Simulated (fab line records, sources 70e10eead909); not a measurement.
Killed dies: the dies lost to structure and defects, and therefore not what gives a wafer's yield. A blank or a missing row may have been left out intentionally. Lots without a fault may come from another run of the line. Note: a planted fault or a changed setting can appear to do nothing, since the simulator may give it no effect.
fab line records	flow nandHarc	part 1 of 2: steps 1 to 22 of 30
[record] lots = 5	wafers = 15	lastDay = 32
route steps=1302 shown A_CHANNEL_FILL_D2@637 A_STAIRCASE@639
lots with no fault: from the same line, run without faults
startH: hours from the record's opening day to when the first of the lot's shown wafers began	waitH: how many hours have passed since the lot's step before this one	" as in the row above	L1.1+2: one row covering several wafers at once	- no value, or no start given	* or withheld: withheld	< > ~ a bound
route shown NAME@n: names a module that has steps shown in the file, with the first one's number in the route	usual: mean and standard deviation over wafers with no fault	same: alike in all rows	chamber/n: place in a boat	sites: each site's reading	_std_site: standard deviation across them	_edge_site: the outer-site mean with the inner-site mean subtracted	radiusMm: how far each site lies from the wafer's centre	mask NAME#n: copy n	behind: tool/chamber where the wafer was last shaped	hold: reason for holding the lot/hours on hold/outcome of the hold	device: whichever transistor did not switch (one of n, p or np)	end of line: the same wafers' tests at the end of the route	a step without rows: its recipe alone	killed: dies lost to structure and defects at the first sort, not the wafer's yield	map: shows each die of a wafer: x if killed, . if not, _ if none is there
set.NAME: the setting that was run; set.NAME@STEP: the one run at that earlier step	model.NAME: the simulator's own value behind a step, which no gauge read
lots at selected steps of the route; one table per step, one row per wafer
services: when a tool's chamber went out of use (startH, in hours from the record's first day, below 0 if earlier), for how many hours, and the reason
[[steps]]
[step NHARC_A_CHANNEL_FILL_D2_RTA_24]
[recipe] tempC = 1000	timeS = 5
[usual] lampPowerPct = 27.6/0.59	wafer_temp_C_max = 1004.5/0.83
lot.wafer	tool	chamber	startH	waitH	lampPowerPct	wafer_temp_C_max
L077.1	rtpAnneal-02	0	388.82	0.0	27.0	1004.8
L077.2	"	0	"	"	27.0	1005.4
L077.4	"	0	"	"	27.1	1003.9
L082.1	rtpAnneal-01	0	427.18	0.0	28.2	1003.0
L082.2	"	0	"	"	28.3	1005.1
L082.4	"	0	"	"	28.2	1004.8
L084.1	rtpAnneal-01	0	447.27	0.0	28.2	1005.7
L084.4	"	0	"	"	28.2	1003.3
L084.5	"	0	"	"	28.2	1007.0
L094.1	rtpAnneal-02	0	548.29	0.0	27.1	1004.1
L094.2	"	0	"	"	27.1	1004.2
L094.3	"	0	"	"	27.0	1005.6
L095.1	rtpAnneal-01	0	565.76	0.0	28.2	1003.2
L095.3	"	0	"	"	28.2	1004.0
L095.6	"	0	"	"	28.3	1005.9
[step NHARC_A_CHANNEL_FILL_D2_INSPECT_13]
[usual] rawDefectCount = 365/130
lot.wafer	tool	chamber	startH	waitH	rawDefectCount
L077.1	defectInspect-01	-	389.01	0.2	267
L077.2	"	-	"	"	299
L077.4	"	-	"	"	409
L082.1	defectInspect-02	-	427.38	0.2	414
L082.2	"	-	"	"	581
L082.4	"	-	"	"	432
L084.1	defectInspect-01	-	447.47	0.2	423
L084.4	"	-	"	"	272
L084.5	"	-	"	"	243
L094.1	defectInspect-01	-	548.49	0.2	280
L094.2	"	-	"	"	299
L094.3	"	-	"	"	338
L095.1	defectInspect-01	-	565.95	0.2	256
L095.3	"	-	"	"	411
L095.6	"	-	"	"	241
[step NHARC_A_STAIRCASE_DEP_156]
[recipe] targetThkA = 500	tempC = 400	targetThkNm = 50	flowSccm = 200	rfW = 450	material = SiNx
[usual] heaterPowerW = 777/120	susceptorTempC = 400.01/0.2
lot.wafer	tool	chamber	startH	waitH	heaterPowerW	susceptorTempC
L077.1	pecvd-01	1	389.08	0.1	959	400.23
L077.2	"	2	"	"	645	400.04
L077.4	"	2	"	"	668	400.01
L082.2	pecvd-03	1	427.47	0.1	737	399.75
L082.1	"	2	"	"	579	399.93
L082.4	"	2	"	"	586	399.99
L084.1	pecvd-03	2	447.54	0.1	584	400.29
L084.5	"	0	"	"	854	399.87
L084.4	"	1	"	"	718	399.95
L094.3	pecvd-02	1	548.56	0.1	811	400.10
L094.2	"	2	"	"	701	400.22
L094.1	"	0	"	"	887	399.94
L095.1	pecvd-03	0	566.06	0.1	802	400.21
L095.3	"	0	"	"	815	400.21
L095.6	"	0	"	"	829	400.15
[step NHARC_A_STAIRCASE_DEHYDRATE_158]
[recipe] tempC = 150	timeS = 120
[usual] resistLineTempC = 23.00/0.11
lot.wafer	tool	chamber	startH	waitH	resistLineTempC
L077.1	lithoTrack-05	0	389.36	0.2	22.79
L077.2	"	0	"	"	22.98
L077.4	"	0	"	"	22.94
L082.1	lithoTrack-03	0	427.71	0.2	22.83
L082.2	"	0	"	"	22.79
L082.4	"	0	"	"	22.98
L084.1	lithoTrack-03	0	447.81	0.2	22.94
L084.4	"	0	"	"	22.82
L084.5	"	0	"	"	22.87
L094.1	lithoTrack-02	0	548.83	0.2	23.07
L094.2	"	0	"	"	23.05
L094.3	"	0	"	"	22.87
L095.1	lithoTrack-02	0	566.38	0.3	22.88
L095.3	"	0	"	"	23.03
L095.6	"	0	"	"	23.11
[step NHARC_A_STAIRCASE_HMDS_159]
[recipe] timeS = 30
[usual] resistLineTempC = 22.99/0.11
lot.wafer	tool	chamber	startH	waitH	resistLineTempC
L077.1	lithoTrack-05	0	-	-	23.19
L077.2	"	0	"	"	23.12
L077.4	"	0	"	"	23.21
L082.1	lithoTrack-03	0	-	-	22.90
L082.2	"	0	"	"	23.03
L082.4	"	0	"	"	22.94
L084.1	lithoTrack-03	0	-	-	23.07
L084.4	"	0	"	"	22.87
L084.5	"	0	"	"	22.88
L094.1	lithoTrack-02	0	-	-	22.88
L094.2	"	0	"	"	22.97
L094.3	"	0	"	"	22.85
L095.1	lithoTrack-02	0	-	-	23.01
L095.3	"	0	"	"	22.92
L095.6	"	0	"	"	22.91
[step NHARC_A_STAIRCASE_COAT_160]
[recipe] spinRpm = 1200
[usual] resistLineTempC = 22.99/0.1
lot.wafer	tool	chamber	startH	waitH	resistLineTempC
L077.1	lithoTrack-05	0	-	-	23.11
L077.2	"	0	"	"	22.99
L077.4	"	0	"	"	23.07
L082.1	lithoTrack-03	0	-	-	23.07
L082.2	"	0	"	"	23.02
L082.4	"	0	"	"	22.99
L084.1	lithoTrack-03	0	-	-	23.01
L084.4	"	0	"	"	23.01
L084.5	"	0	"	"	23.05
L094.1	lithoTrack-02	0	-	-	22.89
L094.2	"	0	"	"	22.84
L094.3	"	0	"	"	22.88
L095.1	lithoTrack-02	0	-	-	22.95
L095.3	"	0	"	"	23.02
L095.6	"	0	"	"	22.79
[step NHARC_A_STAIRCASE_SOFTBAKE_161]
[recipe] tempC = 135	timeS = 170
[usual] resistLineTempC = 22.99/0.096
lot.wafer	tool	chamber	startH	waitH	resistLineTempC
L077.1	lithoTrack-05	0	-	-	23.10
L077.2	"	0	"	"	23.17
L077.4	"	0	"	"	23.05
L082.1	lithoTrack-03	0	-	-	23.11
L082.2	"	0	"	"	23.02
L082.4	"	0	"	"	23.06
L084.1	lithoTrack-03	0	-	-	23.01
L084.4	"	0	"	"	23.07
L084.5	"	0	"	"	23.02
L094.1	lithoTrack-02	0	-	-	23.15
L094.2	"	0	"	"	22.96
L094.3	"	0	"	"	23.07
L095.1	lithoTrack-02	0	-	-	22.92
L095.3	"	0	"	"	22.98
L095.6	"	0	"	"	22.90
[step NHARC_A_STAIRCASE_EBR_162]
[usual] resistLineTempC = 23.00/0.11
lot.wafer	tool	chamber	startH	waitH	resistLineTempC
L077.1	lithoTrack-05	0	-	-	22.98
L077.2	"	0	"	"	22.94
L077.4	"	0	"	"	22.95
L082.1	lithoTrack-03	0	-	-	22.75
L082.2	"	0	"	"	22.80
L082.4	"	0	"	"	22.85
L084.1	lithoTrack-03	0	-	-	22.97
L084.4	"	0	"	"	23.05
L084.5	"	0	"	"	23.07
L094.1	lithoTrack-02	0	-	-	23.10
L094.2	"	0	"	"	22.97
L094.3	"	0	"	"	22.95
L095.1	lithoTrack-02	0	-	-	23.11
L095.3	"	0	"	"	23.09
L095.6	"	0	"	"	23.12
[step NHARC_A_STAIRCASE_EXPOSE_163]
[recipe] na = 0.5	doseMj = 20.01	maskId = STAIR_OPEN
[usual] stageVelMmS = 499.98/0.23
lot.wafer	tool	chamber	startH	waitH	mask	stageVelMmS
L077.1	krfScanner-01	0	389.69	-	STAIR_OPEN#0	499.49
L077.2	"	0	"	"	STAIR_OPEN#0	500.03
L077.4	"	0	"	"	STAIR_OPEN#0	499.99
L082.1	krfScanner-01	0	427.92	-	STAIR_OPEN#0	500.06
L082.2	"	0	"	"	STAIR_OPEN#0	499.67
L082.4	"	0	"	"	STAIR_OPEN#0	499.74
L084.1	krfScanner-01	0	448.14	-	STAIR_OPEN#0	500.19
L084.4	"	0	"	"	STAIR_OPEN#0	499.88
L084.5	"	0	"	"	STAIR_OPEN#0	499.57
L094.1	krfScanner-04	0	549.16	-	STAIR_OPEN#0	499.86
L094.2	"	0	"	"	STAIR_OPEN#0	499.98
L094.3	"	0	"	"	STAIR_OPEN#0	500.15
L095.1	krfScanner-04	0	566.59	-	STAIR_OPEN#0	499.93
L095.3	"	0	"	"	STAIR_OPEN#0	500.01
L095.6	"	0	"	"	STAIR_OPEN#0	499.84
[step NHARC_A_STAIRCASE_PEB_164]
[recipe] pebTempC = 115	pebTimeS = 130
[usual] resistLineTempC = 23.00/0.1
lot.wafer	tool	chamber	startH	waitH	resistLineTempC
L077.1	lithoTrack-03	0	389.75	0.1	22.97
L077.2	"	0	"	"	22.88
L077.4	"	0	"	"	23.00
L082.1	lithoTrack-05	0	427.98	0.1	23.03
L082.2	"	0	"	"	23.01
L082.4	"	0	"	"	22.98
L084.1	lithoTrack-05	0	448.20	0.1	23.04
L084.4	"	0	"	"	22.80
L084.5	"	0	"	"	22.96
L094.1	lithoTrack-03	0	549.23	0.1	23.05
L094.2	"	0	"	"	23.02
L094.3	"	0	"	"	22.99
L095.1	lithoTrack-05	0	566.65	0.1	22.94
L095.3	"	0	"	"	23.08
L095.6	"	0	"	"	23.13
[step NHARC_A_STAIRCASE_DEVELOP_165]
[recipe] timeS = 140
[usual] resistLineTempC = 22.98/0.1
lot.wafer	tool	chamber	startH	waitH	resistLineTempC
L077.1	lithoTrack-03	0	-	-	22.83
L077.2	"	0	"	"	22.92
L077.4	"	0	"	"	22.94
L082.1	lithoTrack-05	0	-	-	22.81
L082.2	"	0	"	"	22.86
L082.4	"	0	"	"	22.77
L084.1	lithoTrack-05	0	-	-	23.23
L084.4	"	0	"	"	23.19
L084.5	"	0	"	"	23.00
L094.1	lithoTrack-03	0	-	-	22.95
L094.2	"	0	"	"	22.94
L094.3	"	0	"	"	23.01
L095.1	lithoTrack-05	0	-	-	22.88
L095.3	"	0	"	"	22.86
L095.6	"	0	"	"	23.00
[step NHARC_A_STAIRCASE_HARDBAKE_167]
[recipe] tempC = 120	timeS = 140
[usual] resistLineTempC = 23.01/0.1
lot.wafer	tool	chamber	startH	waitH	resistLineTempC
L077.1	lithoTrack-03	0	389.97	-	23.05
L077.2	"	0	"	"	23.13
L077.4	"	0	"	"	23.15
L082.1	lithoTrack-03	0	428.20	-	22.94
L082.2	"	0	"	"	23.13
L082.4	"	0	"	"	23.06
L084.1	lithoTrack-02	0	448.42	-	22.93
L084.4	"	0	"	"	22.99
L084.5	"	0	"	"	22.97
L094.1	lithoTrack-05	0	549.44	-	23.13
L094.2	"	0	"	"	23.10
L094.3	"	0	"	"	23.08
L095.1	lithoTrack-05	0	566.88	-	22.96
L095.3	"	0	"	"	22.82
L095.6	"	0	"	"	22.95
[step NHARC_A_STAIRCASE_DESCUM_168]
[recipe] timeS = 3	o2FlowSccm = 200	arFlowSccm = 0	biasPowerW = 0	chemistry = O2
[usual] drypumpMotorCurrentA = 5.9/0.49	oesProductAu = 1.002/0.01	rfVppV = 58.0/0.98	showerheadPlenumPTorr = 1.96/0.092	throttleValvePct = 11.312/0.01
lot.wafer	tool	chamber	startH	waitH	drypumpMotorCurrentA	oesProductAu	rfHoursCounterH	rfVppV	showerheadPlenumPTorr	throttleValvePct
L077.4	rieDiel-12	1	390.06	-	6.7	0.996	34	57.7	1.98	11.297
L077.2	"	3	"	"	5.9	1.015	34	60.7	2.00	11.308
L077.1	"	0	"	"	5.8	0.996	37	57.6	1.78	11.316
L082.4	rieDiel-02	1	428.29	-	5.0	1.000	7	57.4	1.91	11.319
L082.1	"	2	"	"	5.5	0.998	6	57.8	1.92	11.306
L082.2	"	3	"	"	5.6	0.998	8	58.0	1.97	11.323
L084.1	rieDiel-04	0	448.51	-	5.3	1.008	24	58.0	1.87	11.294
L084.4	"	2	"	"	6.3	0.994	33	58.8	2.06	11.314
L084.5	"	1	"	"	6.0	0.996	-	58.7	2.07	11.302
L094.2	rieDiel-04	1	549.54	-	6.0	1.000	1	58.8	2.06	11.291
L094.3	"	3	"	"	6.0	0.995	1	57.3	2.01	11.327
L094.1	"	0	"	"	5.3	1.012	1	57.8	1.86	11.322
L095.1	rieDiel-12	3	566.99	-	5.9	1.014	37	58.0	1.98	11.293
L095.3	"	0	"	"	5.8	1.010	42	57.0	2.06	11.312
L095.6	"	2	"	"	5.3	1.000	-	56.2	1.81	11.321
[step NHARC_A_STAIRCASE_ETCH_169]
[recipe] targetDepthA = 500	timeS = 107.1	ionEnergyEv = 120	ch3fFlowSccm = 50	o2FlowSccm = 30	arFlowSccm = 200	rfW = 500	biasW = 100	chemistry = CH3F/O2
[usual] ch3fFlowSccm = 50.02/0.16	drypumpMotorCurrentA = 5.9/0.48	oesProductAu = 0.968/0.018	rfVppV = 245.2/1.7	showerheadPlenumPTorr = 2.53/0.11	throttleValvePct = 20.663/0.01
lot.wafer	tool	chamber	startH	waitH	ch3fFlowSccm	drypumpMotorCurrentA	oesProductAu	rfHoursCounterH	rfVppV	showerheadPlenumPTorr	throttleValvePct
L077.1	rieDiel-12	2	390.15	0.1	49.91	5.3	0.970	32	242.6	2.35	20.657
L077.4	"	3	"	"	50.17	5.9	0.996	34	244.5	2.56	20.671
L077.2	"	0	"	"	49.78	5.8	0.991	37	241.2	2.29	20.641
L082.1	rieDiel-02	0	428.38	0.1	49.83	6.7	0.976	9	245.8	2.53	20.668
L082.4	"	1	"	"	49.85	5.1	0.972	7	243.8	2.46	20.669
L082.2	"	3	"	"	49.99	5.6	0.990	8	245.1	2.53	20.666
L084.1	rieDiel-04	1	448.60	0.1	49.97	6.0	0.953	31	246.1	2.65	20.649
L084.4	"	3	"	"	49.66	6.1	0.985	31	246.3	2.60	20.656
L084.5	"	1	"	"	49.90	6.1	0.956	-	246.3	2.65	20.675
L094.2	rieDiel-04	0	549.63	0.1	50.13	5.3	0.985	1	244.3	2.39	20.671
L094.3	"	1	"	"	50.17	6.0	0.962	1	244.3	2.64	20.677
L094.1	"	3	"	"	50.03	6.0	0.984	1	246.4	2.58	20.657
L095.1	rieDiel-12	2	567.06	0.1	49.90	5.3	0.974	31	243.8	2.33	20.650
L095.3	"	1	"	"	49.90	6.7	0.958	46	245.3	2.51	20.664
L095.6	"	2	"	"	49.56	5.3	0.983	-	241.7	2.33	20.656
[step NHARC_A_STAIRCASE_ETCH_170]
[recipe] targetDepthA = 2000	timeS = 66.667	ionEnergyEv = 250	c4f6FlowSccm = 25	o2FlowSccm = 20	arFlowSccm = 500	rfW = 600	biasW = 500	chemistry = C4F6/O2
[usual] c4f6FlowSccm = 25.00/0.069	drypumpMotorCurrentA = 5.9/0.47	oesProductAu = 0.975/0.017	rfVppV = 549/3.6	showerheadPlenumPTorr = 4.03/0.17	throttleValvePct = 26.904/0.0087
lot.wafer	tool	chamber	startH	waitH	c4f6FlowSccm	drypumpMotorCurrentA	oesProductAu	rfHoursCounterH	rfVppV	showerheadPlenumPTorr	throttleValvePct
L077.4	rieDiel-12	0	-	-	25.06	5.8	0.981	37	541	3.67	26.909
L077.1	"	1	"	"	25.04	6.7	0.953	34	550	4.05	26.895
L077.2	"	2	"	"	24.97	5.3	0.979	32	542	3.77	26.909
L082.1	rieDiel-02	2	-	-	24.98	5.6	0.964	6	549	3.94	26.905
L082.2	"	0	"	"	25.03	6.7	0.977	9	549	4.03	26.905
L082.4	"	1	"	"	25.05	5.1	0.982	7	545	3.92	26.913
L084.4	rieDiel-04	1	-	-	25.04	6.1	0.958	31	553	4.21	26.904
L084.1	"	3	"	"	24.90	6.1	0.976	31	551	4.13	26.910
L084.5	"	1	"	"	25.02	6.0	0.960	-	553	4.21	26.929
L094.3	rieDiel-04	3	-	-	25.00	6.1	0.968	1	550	4.11	26.912
L094.1	"	0	"	"	25.15	5.3	0.982	1	545	3.83	26.907
L094.2	"	2	"	"	24.92	6.2	0.958	1	553	4.19	26.913
L095.1	rieDiel-12	1	-	-	24.95	6.8	0.962	46	549	4.01	26.908
L095.3	"	3	"	"	25.02	5.9	0.984	37	551	4.04	26.900
L095.6	"	1	"	"	25.00	6.7	0.965	-	550	4.01	26.907
[step NHARC_A_STAIRCASE_STRIP_171]
[recipe] powerW = 1500	tempC = 250	chemistry = O2
[usual] drypumpMotorCurrentA = 5.9/0.43	heaterPowerW = 308/15	tempC = 250.03/0.17
lot.wafer	tool	chamber	startH	waitH	drypumpMotorCurrentA	heaterPowerW	rfHoursCounterH	tempC
L077.1	plasmaAsher-02	1	390.38	-	6.5	323	31	250.25
L077.2	"	0	"	"	6.0	288	31	249.92
L077.4	"	0	"	"	6.0	301	-	249.83
L082.1	plasmaAsher-01	0	428.65	-	5.4	314	15	250.14
L082.2	"	1	"	"	5.6	295	15	249.86
L082.4	"	0	"	"	5.4	321	-	250.15
L084.1	plasmaAsher-02	0	448.83	-	6.0	285	4	250.22
L084.4	"	1	"	"	6.5	321	-	250.23
L084.5	"	0	"	"	6.0	287	-	249.96
L094.2	plasmaAsher-02	0	549.86	-	6.0	296	26	249.91
L094.1	"	1	"	"	6.5	331	26	250.22
L094.3	"	0	"	"	6.0	302	-	250.02
L095.1	plasmaAsher-02	0	567.34	-	6.0	288	28	249.92
L095.3	"	1	"	"	6.5	329	-	250.17
L095.6	"	0	"	"	6.0	293	-	250.24
[step NHARC_A_STAIRCASE_STRIP_172]
[recipe] timeS = 900	tempC = 130	chemistry = SPM
[usual] bathHeatDutyPct = 14.2/1.4	tempC = 130.01/0.12
lot.wafer	tool	chamber	startH	waitH	bathHeatDutyPct	tempC
L077.2	wetBench-05	4	390.73	0.3	18.0	130.19
L077.1	"	7	"	"	14.9	130.03
L077.4	"	0	"	"	16.3	129.91
L082.1	wetBench-09	5	429.00	0.3	14.5	129.96
L082.4	"	6	"	"	13.0	130.14
L082.2	"	1	"	"	14.1	129.87
L084.5	wetBench-09	1	449.18	0.1	12.7	130.20
L084.1	"	5	"	"	15.5	130.06
L084.4	"	6	"	"	12.8	129.83
L094.1	wetBench-09	3	550.22	0.3	13.7	129.92
L094.2	"	4	"	"	11.1	130.06
L094.3	"	6	"	"	13.2	130.03
L095.6	wetBench-09	4	567.64	0.1	10.9	129.95
L095.3	"	5	"	"	14.0	129.76
L095.1	"	7	"	"	12.6	130.25
[step NHARC_A_STAIRCASE_PRECLEAN_173]
[recipe] timeS = *	tempC = 50	bathAgeMin = 0	chemistry = SC1
[usual] bathHeatDutyPct = 6.9/0.73	tempC = 50.00/0.11
lot.wafer	tool	chamber	startH	waitH	bathHeatDutyPct	tempC
L077.2	wetBench-05	4	-	-	7.1	49.99
L077.1	"	7	"	"	6.3	50.08
L077.4	"	0	"	"	7.0	49.92
L082.1	wetBench-09	5	-	-	6.9	49.90
L082.4	"	6	"	"	5.9	50.15
L082.2	"	1	"	"	7.6	50.02
L084.5	wetBench-09	1	-	-	7.5	49.89
L084.1	"	5	"	"	7.3	50.03
L084.4	"	6	"	"	6.8	49.91
L094.1	wetBench-09	3	-	-	6.8	49.96
L094.2	"	4	"	"	5.8	50.15
L094.3	"	6	"	"	6.5	50.03
L095.6	wetBench-09	4	-	-	5.4	50.05
L095.3	"	5	"	"	7.9	50.05
L095.1	"	7	"	"	6.5	50.08
[step NHARC_A_STAIRCASE_SRD_174]
lot.wafer	tool	chamber	startH	waitH
L077.2+1+4	wetBench-05	4,7,0	-	-
L082.1+4+2	wetBench-09	5,6,1	-	-
L084.5+1+4	wetBench-09	1,5,6	-	-
L094.1+2+3	wetBench-09	3,4,6	-	-
L095.6+3+1	wetBench-09	4,5,7	-	-
[step NHARC_A_STAIRCASE_DEHYDRATE_01]
[recipe] tempC = 150	timeS = 120
[usual] resistLineTempC = 22.96/0.11
lot.wafer	tool	chamber	startH	waitH	resistLineTempC
L077.1	lithoTrack-03	0	391.18	-	22.92
L077.2	"	0	"	"	23.03
L077.4	"	0	"	"	23.01
L082.1	lithoTrack-02	0	429.45	-	23.17
L082.2	"	0	"	"	22.95
L082.4	"	0	"	"	23.06
L084.1	lithoTrack-02	0	449.74	-	22.86
L084.4	"	0	"	"	22.87
L084.5	"	0	"	"	22.91
L094.1	lithoTrack-05	0	550.68	-	23.02
L094.2	"	0	"	"	22.93
L094.3	"	0	"	"	22.90
L095.1	lithoTrack-05	0	568.10	-	22.97
L095.3	"	0	"	"	22.92
L095.6	"	0	"	"	22.96
[step NHARC_A_STAIRCASE_HMDS_02]
[recipe] timeS = 30
[usual] resistLineTempC = 23.00/0.091
lot.wafer	tool	chamber	startH	waitH	resistLineTempC
L077.1	lithoTrack-03	0	-	-	22.93
L077.2	"	0	"	"	23.07
L077.4	"	0	"	"	23.00
L082.1	lithoTrack-02	0	-	-	23.04
L082.2	"	0	"	"	22.90
L082.4	"	0	"	"	22.97
L084.1	lithoTrack-02	0	-	-	23.14
L084.4	"	0	"	"	22.90
L084.5	"	0	"	"	22.98
L094.1	lithoTrack-05	0	-	-	23.03
L094.2	"	0	"	"	23.10
L094.3	"	0	"	"	22.92
L095.1	lithoTrack-05	0	-	-	22.89
L095.3	"	0	"	"	22.88
L095.6	"	0	"	"	23.05
[step NHARC_A_STAIRCASE_COAT_03]
[recipe] spinRpm = 1200
[usual] resistLineTempC = 23.01/0.12
lot.wafer	tool	chamber	startH	waitH	resistLineTempC
L077.1	lithoTrack-03	0	-	-	23.11
L077.2	"	0	"	"	23.02
L077.4	"	0	"	"	23.07
L082.1	lithoTrack-02	0	-	-	23.07
L082.2	"	0	"	"	23.09
L082.4	"	0	"	"	23.13
L084.1	lithoTrack-02	0	-	-	22.80
L084.4	"	0	"	"	22.83
L084.5	"	0	"	"	22.99
L094.1	lithoTrack-05	0	-	-	22.99
L094.2	"	0	"	"	22.99
L094.3	"	0	"	"	22.92
L095.1	lithoTrack-05	0	-	-	23.02
L095.3	"	0	"	"	23.06
L095.6	"	0	"	"	23.06
